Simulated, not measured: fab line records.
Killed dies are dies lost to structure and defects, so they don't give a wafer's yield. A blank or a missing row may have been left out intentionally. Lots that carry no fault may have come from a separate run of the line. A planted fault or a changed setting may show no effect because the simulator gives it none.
Which tool is to blame?	flow n5 finfet	24 lots with 72 wafers sampled at 6 steps, on a route of 1938 steps

== WHAT THE GAUGES SHOWED, per wafer ==
The record holds no reading of a measuring or inspecting step that can be judged against a usual standard deviation.

== WHICH TOOL RAN EACH LOT (tool, then ch and the chambers of the sampled wafers, then the start) ==
lot	N5_BEOL_M11_STRIP_19	N5_BEOL_M11_VIA_ETCH_34	N5_BEOL_M11_PRE_CLEAN_45	N5_BEOL_M11_SURFACE_TREAT_76	N5_BEOL_M12_ILD_DEP_00	N5_BEOL_M12_DESCUM_15
L075	rie diel-06 ch 2,3, day 11 04:30	rie diel-05 ch 1,2, day 11 05:38	pvd sputter-01, day 11 06:43	pvd sputter-01, day 11 08:50	pecvd-04 ch 1,2, day 11 10:18	rie diel-04 ch 0,1,3, day 11 10:59
L074	rie diel-05 ch 1,2, day 11 11:26	rie diel-06 ch 0,1,3, day 11 14:49	pvd sputter-02, day 11 15:44	pvd sputter-03, day 11 16:05	pecvd-02 ch 0,1,2, day 11 17:38	rie diel-04 ch 1,2,3, day 11 18:10
L076	rie diel-06 ch 0,1,2, day 11 20:00	rie diel-05 ch 0,1,3, day 11 20:47	pvd sputter-01, day 11 22:00	pvd sputter-02, day 11 22:21	pecvd-04 ch 0,1, day 12 01:21	rie diel-03 ch 1,2,3, day 12 01:52
L080	rie diel-06 ch 0,2, day 12 07:55	rie diel-06 ch 2,3, day 12 10:10	pvd sputter-03, day 12 11:27	pvd sputter-02, day 12 11:49	pecvd-01 ch 1,2, day 12 13:32	rie diel-03 ch 0,1,2, day 12 14:20
L077	rie diel-02 ch 1,2,3, day 12 12:17	rie diel-02 ch 1,2,3, day 12 14:44	pvd sputter-02, day 12 17:20	pvd sputter-02, day 12 17:41	pecvd-01 ch 0,2, day 12 18:58	rie diel-03 ch 1,2, day 12 19:42
L078	rie diel-06 ch 0,3, day 12 12:29	rie diel-06 ch 2,3, day 12 14:08	pvd sputter-03, day 12 14:59	pvd sputter-03, day 12 15:22	pecvd-04 ch 0,2, day 12 17:29	rie diel-01 ch 0,2,3, day 12 18:10
L079	rie diel-05 ch 1,3, day 12 22:04	rie diel-06 ch 2,3, day 12 22:48	pvd sputter-01, day 13 00:43	pvd sputter-01, day 13 01:19	pecvd-02 ch 0,1, day 13 02:33	rie diel-04 ch 0,1,3, day 13 03:05
L081	rie diel-05 ch 1,2,3, day 13 14:30	rie diel-06 ch 2,3, day 13 15:12	pvd sputter-02, day 13 16:12	pvd sputter-03, day 13 16:59	pecvd-04 ch 0,1,2, day 13 19:05	rie diel-03 ch 1,2, day 13 19:54
L082	rie diel-02 ch 1,3, day 13 14:49	rie diel-05 ch 0,1, day 13 16:34	pvd sputter-02, day 13 18:48	pvd sputter-03, day 13 19:10	pecvd-02 ch 1,2, day 13 20:34	rie diel-01 ch 0,1,3, day 13 21:05
L083	rie diel-06 ch 0,1,2, day 14 07:01	rie diel-06 ch 1,2,3, day 14 08:10	pvd sputter-03, day 14 09:22	pvd sputter-03, day 14 09:50	pecvd-01 ch 0,2, day 14 11:28	rie diel-01 ch 0,1,2, day 14 12:07
L084	rie diel-06 ch 0,1,3, day 14 09:52	rie diel-06 ch 0,2,3, day 14 10:34	pvd sputter-03, day 14 11:43	pvd sputter-03, day 14 12:09	pecvd-04 ch 0,2, day 14 13:26	rie diel-03 ch 0,1,2, day 14 14:14
L086	rie diel-06 ch 1,2,3, day 15 00:56	rie diel-06 ch 1,2,3, day 15 03:07	pvd sputter-01, day 15 05:05	pvd sputter-01, day 15 05:30	pecvd-01 ch 0,1,2, day 15 07:13	rie diel-04 ch 0,1,2, day 15 07:45
L085	rie diel-02 ch 1,2,3, day 15 01:37	rie diel-05 ch 0,2, day 15 03:05	pvd sputter-03, day 15 04:01	pvd sputter-01, day 15 04:41	pecvd-04 ch 0,1,2, day 15 07:20	rie diel-01 ch 2,3, day 15 07:59
L088	rie diel-02 ch 2,3, day 15 10:17	rie diel-05 ch 0,3, day 15 11:04	pvd sputter-03, day 15 12:56	pvd sputter-03, day 15 13:23	pecvd-02 ch 0,2, day 15 14:53	rie diel-04 ch 1,2,3, day 15 15:24
L089	rie diel-02 ch 0,1,2, day 15 14:57	rie diel-05 ch 0,2,3, day 15 19:53	pvd sputter-03, day 15 20:44	pvd sputter-01, day 15 21:10	pecvd-02 ch 0,1,2, day 15 22:20	rie diel-01 ch 0,1,3, day 15 22:59
L087	rie diel-06 ch 0,2,3, day 15 15:12	rie diel-06 ch 0,2,3, day 15 20:43	pvd sputter-02, day 15 21:33	pvd sputter-03, day 15 23:19	pecvd-02 ch 0,1,2, day 16 00:58	rie diel-01 ch 2,3, day 16 01:47
L093	rie diel-05 ch 0,1,3, day 15 20:30	rie diel-06 ch 1,2, day 16 00:53	pvd sputter-03, day 16 01:57	pvd sputter-02, day 16 02:21	pecvd-04 ch 0,2, day 16 03:50	rie diel-04 ch 0,1,2, day 16 04:43
L091	rie diel-05 ch 0,1,2, day 16 06:08	rie diel-05 ch 0,1,2, day 16 09:31	pvd sputter-01, day 16 10:47	pvd sputter-03, day 16 11:13	pecvd-04 ch 0,1,2, day 16 12:29	rie diel-01 ch 1,2,3, day 16 13:00
L090	rie diel-05 ch 1,2,3, day 16 11:33	rie diel-05 ch 0,3, day 16 13:05	pvd sputter-01, day 16 15:02	pvd sputter-03, day 16 15:23	pecvd-04 ch 0,1,2, day 16 16:46	rie diel-04 ch 0,3, day 16 17:14
L092	rie diel-05 ch 0,1, day 16 16:03	rie diel-05 ch 0,2,3, day 16 19:49	pvd sputter-02, day 16 20:46	pvd sputter-03, day 16 21:26	pecvd-04 ch 0,1,2, day 16 23:24	rie diel-03 ch 0,1,2, day 16 23:53
L095	rie diel-02 ch 0,3, day 16 16:28	rie diel-02 ch 2,3, day 16 20:10	pvd sputter-03, day 16 21:23	pvd sputter-03, day 16 22:04	pecvd-04 ch 0,2, day 17 00:11	rie diel-03 ch 0,1,2, day 17 00:43
L094	rie diel-02 ch 0,1,3, day 16 16:31	rie diel-06 ch 1,2,3, day 16 19:38	pvd sputter-02, day 16 20:50	pvd sputter-03, day 16 21:28	pecvd-01 ch 0,1, day 16 23:37	rie diel-03 ch 0,1,2, day 17 00:11
L096	rie diel-06 ch 0,3, day 17 19:43	rie diel-06 ch 1,2, day 17 22:11	pvd sputter-02, day 17 23:10	pvd sputter-02, day 17 23:44	pecvd-01 ch 1,2, day 18 01:04	rie diel-03 ch 0,1,3, day 18 01:43
L097	rie diel-02 ch 1,3, day 18 15:23	rie diel-05 ch 0,1,2, day 18 17:34	pvd sputter-01, day 18 18:36	pvd sputter-03, day 18 19:04	pecvd-02 ch 0,1, day 18 20:24	rie diel-04 ch 0,1,3, day 18 20:55
- N5_BEOL_M11_STRIP_19: strips in O2.
- N5_BEOL_M11_VIA_ETCH_34: etches SiCOH lowk in C4F6/O2, target depth 184.5 nm, time 69.2 s.
- N5_BEOL_M11_PRE_CLEAN_45: time 30 s.
- N5_BEOL_M11_SURFACE_TREAT_76
- N5_BEOL_M12_ILD_DEP_00: deposits SiOC from DEMS/O2, target thk 658.92 nm, time 130.7 s.
- N5_BEOL_M12_DESCUM_15: chemistry O2, time 7.9 s.

== AS READ BY THE TOOLS THEMSELVES (means over the sampled wafers that have a number; for cases with no such wafer, the mark the record gives instead) ==
N5_BEOL_M11_STRIP_19. Usual: drypump motor current A 5.6 A, standard deviation 0.39; oes product au 0.77 a.u., standard deviation 0.084; rf vpp V 3.7 V, standard deviation 0.61; showerhead plenum p Torr 2.09 Torr, standard deviation 0.061; throttle valve pct 16.69 %, standard deviation 0.23.
lot	tool	drypump motor current A (A)	oes product au (a.u.)	rf vpp V (V)	showerhead plenum p Torr (Torr)	throttle valve pct (%)	flag
L075	rie diel-06	5.6	0.71	3.5	2.17	16.84	
L074	rie diel-05	6.0	0.78	3.6	2.14	16.49	
L076	rie diel-06	5.8	0.72	3.5	2.08	16.79	
L080	rie diel-06	5.3	0.76	4.0	2.07	16.83	
L077	rie diel-02	5.7	0.80	3.9	2.05	16.60	
L078	rie diel-06	5.4	0.72	3.2	2.12	16.92	
L079	rie diel-05	5.3	0.84	4.1	2.09	16.60	
L081	rie diel-05	5.6	0.80	3.6	2.11	16.57	
L082	rie diel-02	5.6	0.84	3.7	2.03	16.50	
L083	rie diel-06	5.8	0.81	3.9	2.07	16.67	
L084	rie diel-06	5.8	0.80	3.9	2.08	16.76	
L086	rie diel-06	5.9	0.77	4.0	2.13	16.71	
L085	rie diel-02	5.7	0.79	4.0	2.05	16.66	
L088	rie diel-02	5.9	0.75	3.4	2.07	16.68	
L089	rie diel-02	5.6	0.72	3.9	2.09	16.89	
L087	rie diel-06	5.5	0.71	3.7	2.11	16.87	
L093	rie diel-05	5.3	0.89	3.6	2.07	16.45	
L091	rie diel-05	5.7	0.84	4.1	2.09	16.40	
L090	rie diel-05	5.6	0.87	4.3	2.10	16.47	
L092	rie diel-05	5.4	0.84	4.1	2.06	16.39	
L095	rie diel-02	5.5	0.77	3.3	2.06	16.64	
L094	rie diel-02	5.4	0.76	4.0	2.06	16.76	
L096	rie diel-06	5.3	0.72	3.2	2.05	16.98	
L097	rie diel-02	5.6	0.79	4.3	2.02	16.57	

N5_BEOL_M11_VIA_ETCH_34. Usual: drypump motor current A 5.6 A, standard deviation 0.41; oes product au 0.78 a.u., standard deviation 0.088; rf vpp V 668 V, standard deviation 12; showerhead plenum p Torr 2.85 Torr, standard deviation 0.075; throttle valve pct 20.94 %, standard deviation 0.26.
lot	tool	drypump motor current A (A)	oes product au (a.u.)	rf vpp V (V)	showerhead plenum p Torr (Torr)	throttle valve pct (%)	flag
L075	rie diel-05	6.0	0.79	681	2.89	20.65	
L074	rie diel-06	5.8	0.72	674	2.83	21.04	
L076	rie diel-05	5.3	0.82	661	2.84	20.83	
L080	rie diel-06	5.7	0.72	662	2.95	21.05	
L077	rie diel-02	5.8	0.81	657	2.77	20.76	
L078	rie diel-06	5.6	0.71	663	2.94	21.04	
L079	rie diel-06	5.6	0.71	663	2.95	21.08	
L081	rie diel-06	5.7	0.71	664	2.95	21.08	
L082	rie diel-05	5.5	0.73	659	2.86	20.78	
L083	rie diel-06	6.0	0.79	667	2.89	20.90	
L084	rie diel-06	5.5	0.72	670	2.88	21.15	
L086	rie diel-06	6.0	0.78	666	2.88	20.90	
L085	rie diel-05	5.6	0.79	660	2.80	20.70	
L088	rie diel-05	5.2	0.82	653	2.78	20.85	
L089	rie diel-05	5.5	0.83	667	2.81	20.80	
L087	rie diel-06	5.5	0.71	671	2.87	21.17	
L093	rie diel-06	5.9	0.77	666	2.89	20.95	
L091	rie diel-05	5.7	0.85	667	2.84	20.65	
L090	rie diel-05	5.2	0.81	653	2.78	20.86	
L092	rie diel-05	5.5	0.82	666	2.81	20.82	
L095	rie diel-02	5.7	0.80	660	2.77	20.71	
L094	rie diel-06	5.9	0.76	667	2.88	20.91	
L096	rie diel-06	6.0	0.76	667	2.89	20.96	
L097	rie diel-05	5.7	0.82	666	2.83	20.67	

N5_BEOL_M11_PRE_CLEAN_45. Usual: 329 W for heater power w, sd 28.
lot	tool	heater power w (W)	flag
L075	pvd sputter-01	326	
L074	pvd sputter-02	328	
L076	pvd sputter-01	328	
L080	pvd sputter-03	334	
L077	pvd sputter-02	348	
L078	pvd sputter-03	301	
L079	pvd sputter-01	336	
L081	pvd sputter-02	368	
L082	pvd sputter-02	347	
L083	pvd sputter-03	330	
L084	pvd sputter-03	320	
L086	pvd sputter-01	312	
L085	pvd sputter-03	330	
L088	pvd sputter-03	331	
L089	pvd sputter-03	337	
L087	pvd sputter-02	351	
L093	pvd sputter-03	303	
L091	pvd sputter-01	305	
L090	pvd sputter-01	319	
L092	pvd sputter-02	353	
L095	pvd sputter-03	319	
L094	pvd sputter-02	328	
L096	pvd sputter-02	318	
L097	pvd sputter-01	323	

N5_BEOL_M12_ILD_DEP_00. Usual: heater power w 450 W, standard deviation 66; showerhead plenum p Torr 5.700 Torr, standard deviation 0.015; throttle valve pct 11.8 %, standard deviation 0.51.
lot	tool	heater power w (W)	showerhead plenum p Torr (Torr)	throttle valve pct (%)	flag
L075	pecvd-04	463	5.698	11.6	
L074	pecvd-02	486	5.705	11.6	
L076	pecvd-04	394	5.700	12.3	
L080	pecvd-01	412	5.681	11.8	
L077	pecvd-01	475	5.694	11.4	
L078	pecvd-04	417	5.702	12.1	
L079	pecvd-02	463	5.698	11.7	
L081	pecvd-04	391	5.707	12.1	
L082	pecvd-02	540	5.712	11.7	
L083	pecvd-01	453	5.701	11.5	
L084	pecvd-04	447	5.704	12.0	
L086	pecvd-01	443	5.691	11.5	
L085	pecvd-04	401	5.701	12.0	
L088	pecvd-02	532	5.695	11.9	
L089	pecvd-02	486	5.687	11.8	
L087	pecvd-02	501	5.696	11.7	
L093	pecvd-04	398	5.708	11.8	
L091	pecvd-04	418	5.699	12.2	
L090	pecvd-04	392	5.705	12.2	
L092	pecvd-04	397	5.701	12.2	
L095	pecvd-04	398	5.716	12.3	
L094	pecvd-01	490	5.694	11.7	
L096	pecvd-01	437	5.677	12.1	
L097	pecvd-02	474	5.691	11.2	

N5_BEOL_M12_DESCUM_15. Usual: drypump motor current A 5.5 A, standard deviation 0.39; oes product au 0.80 a.u., standard deviation 0.057; rf vpp V 243.3 V, standard deviation 1.6; showerhead plenum p Torr 2.11 Torr, standard deviation 0.083; throttle valve pct 20.43 %, standard deviation 0.17.
lot	tool	drypump motor current A (A)	oes product au (a.u.)	rf vpp V (V)	showerhead plenum p Torr (Torr)	throttle valve pct (%)	flag
L075	rie diel-04	5.8	0.88	242.2	2.11	20.55	
L074	rie diel-04	5.9	0.84	244.0	2.12	20.42	
L076	rie diel-03	5.4	0.78	244.4	2.14	20.34	
L080	rie diel-03	5.4	0.77	242.9	2.09	20.47	
L077	rie diel-03	5.5	0.76	242.2	2.08	20.45	
L078	rie diel-01	5.4	0.88	242.4	2.13	20.31	
L079	rie diel-04	5.8	0.86	242.9	2.10	20.56	
L081	rie diel-03	5.4	0.80	243.5	2.15	20.37	
L082	rie diel-01	5.2	0.84	243.6	2.09	20.30	
L083	rie diel-01	5.5	0.85	243.7	2.12	20.34	
L084	rie diel-03	5.4	0.75	243.2	2.08	20.50	
L086	rie diel-04	5.7	0.80	242.4	2.06	20.49	
L085	rie diel-01	5.6	0.86	245.0	2.18	20.34	
L088	rie diel-04	5.9	0.80	243.7	2.10	20.45	
L089	rie diel-01	5.2	0.81	242.5	2.09	20.33	
L087	rie diel-01	5.3	0.84	243.5	2.14	20.33	
L093	rie diel-04	5.7	0.81	243.5	2.06	20.50	
L091	rie diel-01	5.4	0.84	244.1	2.15	20.32	
L090	rie diel-04	5.6	0.83	244.7	2.15	20.52	
L092	rie diel-03	5.4	0.74	242.3	2.07	20.52	
L095	rie diel-03	5.4	0.74	243.1	2.07	20.52	
L094	rie diel-03	5.4	0.74	243.1	2.07	20.52	
L096	rie diel-03	5.4	0.75	243.8	2.13	20.45	
L097	rie diel-04	5.8	0.79	242.9	2.08	20.63	

== THE ANSWER, worked out from the rows above alone ==
Rule: a lot counts as off when the mean over its wafers that have a number is more than 3 standard deviations away from the usual mean. Also off: a lot with no number at a reading for which 4 or more lots have one. Any other lot the step has rows for is counted as sound. After the gauges, taken in route order, come the tools' own readings; for these a lot's mean is taken, as printed above. At the first step where some lot is off, the reading lying furthest off is the one used; lots without a number count as furthest.
No lot is off at any reading shown: from this, nothing can be told.

== WHAT THE SIMULATOR HAD PUT IN ==
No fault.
